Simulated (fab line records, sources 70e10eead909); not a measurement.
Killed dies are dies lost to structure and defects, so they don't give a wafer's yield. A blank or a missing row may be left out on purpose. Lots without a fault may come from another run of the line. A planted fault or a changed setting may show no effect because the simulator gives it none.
Chamber matching | flow nand_harc | NHARC_P_GATE_PRECLEAN_99 on wet_bench-07: 7 sister chambers
The step cleans in SC1. 16 wafers are shown with their chamber, then 7 later ones without.

WAFERS WITH THEIR CHAMBER
wafer  | chamber | sc1_h2o2_end_mol_l
L310.1 | 1       | 0.3694
L310.2 | 0       | 0.3703
L310.6 | 5       | 0.3707
L312.1 | 5       | 0.3694
L312.3 | 3       | 0.3691
L312.4 | 4       | 0.3700
L315.1 | 7       | 0.3703
L315.2 | 6       | 0.3692
L315.6 | 5       | 0.3705
L324.3 | 6       | 0.3697
L324.5 | 7       | 0.3701
L324.6 | 5       | 0.3700
L325.1 | 4       | 0.3692
L325.3 | 6       | 0.3685
L325.4 | 7       | 0.3690
L326.4 | 4       | 0.3699

SIGNATURES (means of the wafers above)
reading            | chamber 0 | chamber 1 | chamber 3 | chamber 4 | chamber 5 | chamber 6 | chamber 7 | scatter within a chamber
sc1_h2o2_end_mol_l | 0.370300  | 0.369400  | 0.369100  | 0.369700  | 0.370150  | 0.369133  | 0.369800  | 0.000587
Rule: a wafer's distance from a chamber is the root of the sum, over the readings, of the square of ((its reading less the chamber's mean) divided by the reading's scatter). The wafer belongs to the nearest chamber; if the next one is less than 2 further off, it can't be placed. The scatter: the root of (the sum of the squares of (reading less its chamber's mean) over the shown wafers, divided by (wafers less chambers)).

WAFERS WITHOUT THEIR CHAMBER
wafer  | sc1_h2o2_end_mol_l
L326.5 | 0.3694
L327.3 | 0.3706
L327.4 | 0.3695
L327.6 | 0.3693
L330.2 | 0.3706
L330.3 | 0.3696
L330.6 | 0.3700

WHICH CHAMBER EACH WENT THROUGH
wafer  | from the rows above                              | in truth
L326.5 | can't be placed: 1 or 6 or 4 or 3 or 7 or 5 or 0 | 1
L327.3 | can't be placed: 0 or 5 or 7 or 4 or 1 or 6      | 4
L327.4 | can't be placed: 1 or 4 or 7 or 6 or 3 or 5 or 0 | 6
L327.6 | can't be placed: 1 or 6 or 3 or 4 or 7 or 5 or 0 | 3
L330.2 | can't be placed: 0 or 5 or 7 or 4 or 1 or 6      | 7
L330.3 | can't be placed: 4 or 1 or 7 or 6 or 3 or 5 or 0 | 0
L330.6 | can't be placed: 5 or 7 or 0 or 4 or 1 or 6 or 3 | 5
Placed correctly: 0 of 7. Can't be placed from these rows: 7 (the true chamber is among the candidates in 7). Placed wrongly: 0.
